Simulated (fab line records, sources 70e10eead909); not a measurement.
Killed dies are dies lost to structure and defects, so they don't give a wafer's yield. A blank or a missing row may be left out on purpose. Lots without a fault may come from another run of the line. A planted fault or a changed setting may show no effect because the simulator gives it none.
fab line records | flow nand_harc
record lots=13 wafers=37 last_day=24
route steps=1159 shown P_CONTACT@242 P_M1@290 END@1159
lots that met no fault: from a run of the same line without faults
start_h: hours from the record's first day to the start of the lot's first wafer shown | wait_h: hours since the lot's step before | " the same as in the row above | L1.1+2: a row that stands for several wafers | - no value, or no start given | * or withheld: withheld | < > ~ a bound
route shown NAME@n: a module of which the file shows steps, and the number in the route of the first | usual: mean/standard deviation of fault-free wafers | same: alike in all rows | chamber/n: place in a boat | sites: the reading at each site | _std_site: their standard deviation | _edge_site: outer sites' mean less inner sites' | radius_mm: how far each site lies from the wafer's centre | mask NAME#n: copy n | behind: the tool/chamber that last shaped the wafer | hold: why the lot was held/for how many hours/how that ended | device: the transistor (n, p or np) that didn't switch | end of line: the same wafers' tests at the end of the route | a step without rows: its recipe alone | killed: dies lost to structure and defects at the first sort, not the wafer's yield | map: a wafer's dies, x killed, . not, _ none there
set.NAME: the setting as run; set.NAME@STEP: as run at that earlier step | model.NAME: the simulator's own value behind a step, which no gauge read
steps of the route over a sample of lots; a table a step, a row a wafer
services: from which hour (start_h, from the record's first day; less than 0 if before it) a tool's chamber was out of use, for how many hours, and why
## steps
# step NHARC_P_CONTACT_STRIP_28
# recipe o2_flow_sccm=500 ar_flow_sccm=0 bias_w=0 chemistry=O2
# usual drypump_motor_current_A=5.8/0.42 oes_product_au=0.999/0.01 rf_vpp_V=57.7/0.93 showerhead_plenum_p_Torr=3.50/0.15 throttle_valve_pct=17.037/0.0086
# columns lot.wafer tool chamber start_h wait_h drypump_motor_current_A oes_product_au rf_hours_counter_h rf_vpp_V showerhead_plenum_p_Torr throttle_valve_pct
L966.2 rie_diel-13 0 114.77 0.1 5.0 1.016 3 57.0 3.38 17.043
L966.1 " 1 " " 6.2 1.004 3 57.1 3.68 17.040
L966.5 " 3 " " 6.4 0.986 - 56.9 3.30 17.039
L968.2 rie_diel-02 0 118.24 0.1 5.6 1.004 14 57.2 3.43 17.045
L968.1 " 2 " " 6.2 1.006 13 56.8 3.39 17.035
L968.6 " 1 " " 6.0 0.990 - 57.2 3.41 17.045
L967.3 rie_diel-02 0 123.88 0.1 5.5 1.009 14 57.7 3.43 17.033
L967.4 " 1 " " 6.0 0.995 13 58.0 3.41 17.050
L967.1 " 2 " " 6.2 1.020 13 56.4 3.39 17.035
L969.4 rie_diel-04 2 132.59 0.1 5.9 1.001 2 58.9 3.74 17.038
L969.3 " 3 " " 6.0 1.005 2 56.3 3.37 17.042
L969.2 " 1 " " 5.2 0.992 2 57.9 3.60 17.051
L972.4 rie_diel-02 1 147.80 0.1 6.1 0.997 16 57.8 3.41 17.031
L972.3 " 2 " " 6.2 1.001 16 58.6 3.39 17.044
L972.6 " 0 " " 5.6 1.004 - 57.3 3.42 17.045
L973.1 rie_diel-04 3 157.71 0.1 6.0 0.989 4 58.0 3.36 17.019
L973.2 " 0 " " 4.8 1.003 5 57.7 3.31 17.038
L973.6 " 2 " " 5.8 1.003 - 59.4 3.74 17.023
L975.2 rie_diel-02 3 160.53 0.1 5.8 0.983 0 58.2 3.73 17.039
L975.1 " 2 " " 6.2 1.002 0 58.1 3.39 17.028
L975.6 " 0 " " 5.5 1.006 - 59.3 3.42 17.036
L974.2 rie_diel-02 1 161.89 0.1 6.0 1.003 0 56.4 3.41 17.013
L974.1 " 2 " " 6.2 0.991 0 57.6 3.39 17.043
L974.5 " 0 " " 5.6 0.995 - 58.3 3.42 17.038
L979.2 rie_diel-04 2 190.27 0.1 5.9 1.003 8 59.0 3.74 17.035
L979.5 " 1 " " 5.2 0.977 - 57.1 3.59 17.032
L977.2 rie_diel-02 1 190.81 0.1 6.0 1.012 2 57.1 3.41 17.042
L977.1 " 2 " " 6.2 0.995 2 56.8 3.39 17.034
L985.4 rie_diel-02 1 229.44 0.1 6.0 0.997 6 57.5 3.41 17.039
L985.3 " 2 " " 6.2 0.992 5 57.9 3.38 17.034
L985.6 " 0 " " 5.6 1.001 - 57.4 3.42 17.030
L987.1 rie_diel-02 3 238.32 0.1 5.8 0.995 6 57.6 3.72 17.037
L987.4 " 2 " " 6.2 0.990 6 58.7 3.38 17.040
L987.6 " 3 " " 5.8 0.989 - 58.8 3.72 17.023
L989.4 rie_diel-13 3 243.74 0.1 6.4 0.983 50 56.8 3.27 17.035
L989.2 " 0 " " 5.0 1.026 50 56.0 3.36 17.033
L989.6 " 1 " " 6.3 1.000 - 59.6 3.65 17.034
# step NHARC_P_M1_SOFTBAKE_04
# recipe temp_c=105 time_s=55
# usual heater_power_total_W=188.43/0.13
# columns lot.wafer tool chamber start_h wait_h heater_power_total_W
L966.1 litho_track-04 0 121 - 188.48
L966.2 " 0 " " 188.38
L966.5 " 0 " " 188.47
L968.1 litho_track-01 0 125 - 188.25
L968.2 " 0 " " 188.27
L968.6 " 0 " " 188.36
L967.1 litho_track-01 0 135 - 188.47
L967.3 " 0 " " 188.37
L967.4 " 0 " " 188.79
L969.2 litho_track-04 0 139 - 188.32
L969.3 " 0 " " 188.45
L969.4 " 0 " " 188.30
L972.3 litho_track-06 0 154 - 188.62
L972.4 " 0 " " 188.32
L972.6 " 0 " " 188.43
L973.1 litho_track-01 0 165 - 188.38
L973.2 " 0 " " 188.36
L973.6 " 0 " " 188.33
L975.1 litho_track-01 0 170 - 188.38
L975.2 " 0 " " 188.47
L975.6 " 0 " " 188.50
L974.1 litho_track-04 0 170 - 188.46
L974.2 " 0 " " 188.33
L974.5 " 0 " " 188.44
L979.2 litho_track-01 0 197 - 336.63
L979.5 " 0 " " 188.35
L977.1 litho_track-01 0 198 - 336.58
L977.2 " 0 " " 336.84
L985.3 litho_track-04 0 237 - 188.41
L985.4 " 0 " " 188.39
L985.6 " 0 " " 188.34
L987.1 litho_track-06 0 245 - 188.81
L987.4 " 0 " " 188.38
L987.6 " 0 " " 188.69
L989.2 litho_track-04 0 251 - 188.57
L989.4 " 0 " " 188.52
L989.6 " 0 " " 188.41
# step NHARC_P_M1_PRE_CLEAN_30
# recipe time_s=30 temp_c=280 gas=H2/He
# usual heater_power_w=384/35
# columns lot.wafer tool chamber start_h wait_h heater_power_w
L966.2 pvd_sputter-03 - - - 400
L966.1 " - " " 373
L966.5 " - " " 406
L968.2 pvd_sputter-03 - - - 367
L968.1 " - " " 399
L968.6 " - " " 383
L967.4 pvd_sputter-03 - - - 322
L967.1 " - " " 402
L967.3 " - " " 380
L969.2 pvd_sputter-02 - - - 456
L969.3 " - " " 382
L969.4 " - " " 395
L972.3 pvd_sputter-03 - - - 396
L972.4 " - " " 328
L972.6 " - " " 402
L973.2 pvd_sputter-02 - - - 396
L973.1 " - " " 453
L973.6 " - " " 390
L975.1 pvd_sputter-01 - - - 339
L975.2 " - " " 364
L975.6 " - " " 376
L974.1 pvd_sputter-03 - - - 367
L974.2 " - " " 383
L974.5 " - " " 373
L979.2 pvd_sputter-02 - - - 459
L979.5 " - " " 386
L977.2 pvd_sputter-02 - - - 461
L977.1 " - " " 378
L985.4 pvd_sputter-03 - - - 362
L985.3 " - " " 379
L985.6 " - " " 368
L987.4 pvd_sputter-03 - - - 366
L987.1 " - " " 388
L987.6 " - " " 371
L989.2 pvd_sputter-02 - - - 376
L989.4 " - " " 386
L989.6 " - " " 395
# step NHARC_P_M1_PVD_20
# recipe target_thk_a=50 bias_v=168.6 power_w=15000 chamber_pressure_pa=0.12 time_s=8.06 substrate_temp_c=50 material=TaN
# usual throttle_valve_pct=29.9/1.1
# columns lot.wafer tool chamber start_h wait_h throttle_valve_pct
L966.1 pvd_sputter-03 - - - 29.6
L966.2 " - " " 29.0
L966.5 " - " " 29.6
L968.2 pvd_sputter-03 - - - 28.1
L968.1 " - " " 30.5
L968.6 " - " " 30.7
L967.3 pvd_sputter-03 - - - 29.2
L967.4 " - " " 27.8
L967.1 " - " " 30.4
L969.2 pvd_sputter-02 - - - 29.8
L969.3 " - " " 30.0
L969.4 " - " " 30.3
L972.3 pvd_sputter-03 - - - 28.4
L972.4 " - " " 29.6
L972.6 " - " " 28.2
L973.2 pvd_sputter-02 - - - 30.1
L973.1 " - " " 29.7
L973.6 " - " " 30.3
L975.1 pvd_sputter-01 - - - 30.0
L975.2 " - " " 27.2
L975.6 " - " " 32.0
L974.1 pvd_sputter-03 - - - 30.5
L974.2 " - " " 29.5
L974.5 " - " " 29.5
L979.2 pvd_sputter-02 - - - 31.1
L979.5 " - " " 30.9
L977.2 pvd_sputter-02 - - - 29.7
L977.1 " - " " 30.0
L985.3 pvd_sputter-03 - - - 29.3
L985.4 " - " " 30.5
L985.6 " - " " 28.1
L987.1 pvd_sputter-03 - - - 30.7
L987.4 " - " " 29.7
L987.6 " - " " 28.3
L989.4 pvd_sputter-02 - - - 30.4
L989.2 " - " " 31.4
L989.6 " - " " 31.7
# step NHARC_END_SORT_01
# recipe temp_c=25
# usual defect_limited_yield=95.4/1.4 killed_at_array=27/9.3 killed_at_other=0.9/1.3 killed_at_periphery=3.6/2.7 killed_dies=31/9.7 killed_open=3.3/1.8 killed_short=2.0/1.5 sort_bin_2_pct=1.4/0.63 sort_bin_3_pct=0.25/0.21 sort_bin_4_pct=2.9/0.93 sort_n_pass=646/9.7 sort_rim_yield_pct=95/3.1 sort_yield_pct=95.4/1.4
# same gross_dies=677 sort_bin_5_pct[%]=0 sort_bin_6_pct[%]=0 sort_bin_7_pct[%]=0 sort_bin_8_pct[%]=0 sort_rim_n_gross=106.00
# columns lot.wafer tool chamber start_h wait_h defect_limited_yield[%] killed_at_array killed_at_other killed_at_periphery killed_dies killed_open killed_short sort_bin_2_pct[%] sort_bin_3_pct[%] sort_bin_4_pct[%] sort_n_pass sort_rim_yield_pct[%] sort_yield_pct[%]
L985.3 prober-01 0 558.20 3.1 96.5 17 0 7 24 2 3 0.9 0.15 2.5 653 94 96.5
L985.4 prober-01 0 559.00 3.4 96.8 14 1 7 22 2 3 1.2 0 2.1 655 98 96.8
L985.6 prober-01 0 560.62 4.0 97.8 11 1 3 15 2 0 1.0 0 1.2 662 98 97.8
# killed by level:class
L985.3 A_CONTACT:chamber_film_flake=8 A_CHANNEL_HOLE_D1:chamber_film_flake=6 P_GATE:chamber_film_flake=2 P_M0:geometric_particle:open=1 P_M0:geometric_particle:short=1 P_M1:geometric_particle:open=1 A_ONON_D1:geometric_particle:short=1 A_SGD_CUT:geometric_particle:short=1
L985.4 A_CONTACT:chamber_film_flake=7 A_CHANNEL_HOLE_D1:chamber_film_flake=3 P_M2:geometric_particle:short=2 P_STI:chamber_film_flake=2 P_GATE:chamber_film_flake=2 A_CHANNEL_FILL_D1:geometric_particle:short=1 A_WL_FILL:geometric_particle:open=1 A_M0:geometric_particle:open=1
L985.6 A_CHANNEL_HOLE_D1:chamber_film_flake=6 A_CONTACT:chamber_film_flake=4 P_M0:geometric_particle:open=1 A_CONTACT:geometric_particle:open=1 P_STI:chamber_film_flake=1 P_BONDPAD:chamber_film_flake=1 THIN_TSV:chamber_film_flake=1
## services
# columns tool chamber start_h hours kind
litho_track-01 - 93.00 7.0 pm
rie_diel-13 - 99.00 9.0 pm
pvd_sputter-03 - 102.05 10.0 pm
rie_diel-02 0 105.20 - clean
rie_diel-02 1 105.20 - clean
rie_diel-02 2 105.20 - clean
rie_diel-02 3 105.20 - clean
rie_diel-04 - 111.90 9.0 pm
litho_track-06 - 117.00 7.0 pm
rie_diel-13 3 126.88 5.4 repair
rie_diel-02 0 129.70 - clean
rie_diel-02 1 129.70 - clean
rie_diel-02 2 129.70 - clean
litho_track-04 - 141.00 7.0 pm
rie_diel-02 - 150.78 9.0 pm
pvd_sputter-01 - 158.03 10.0 pm
pvd_sputter-02 - 187.60 2.7 repair
rie_diel-02 - 192.06 0.7 repair
pvd_sputter-03 - 195.69 6.6 repair
rie_diel-13 - 205.49 0.8 repair
rie_diel-04 - 220.34 0.2 repair
pvd_sputter-03 - 226.36 4.4 repair
pvd_sputter-02 - 231.39 10.0 pm
pvd_sputter-01 - 246.58 14.5 repair
## key
first_sign step=NHARC_P_M1_SOFTBAKE_04 reading=heater_power_total_W direction=up sigmas=99+ usual=* struck=*
effect none on later readings
met_at NHARC_P_M1_SOFTBAKE_04
struck_lots L977,L979
struck_wafers L977.1,L977.2,L979.2
not_acting_at NHARC_P_CONTACT_STRIP_28,NHARC_P_M1_PRE_CLEAN_30,NHARC_P_M1_PVD_20
onset_between 170 197
fault kind=process_parameter_drift tool=litho_track-01 chamber=- onset_h=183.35 steps=NHARC_P_M1_SOFTBAKE_04 channel=time_s offset=* shape=step end_h=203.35 scope=struck_wafers_only acts_in=* stated=*
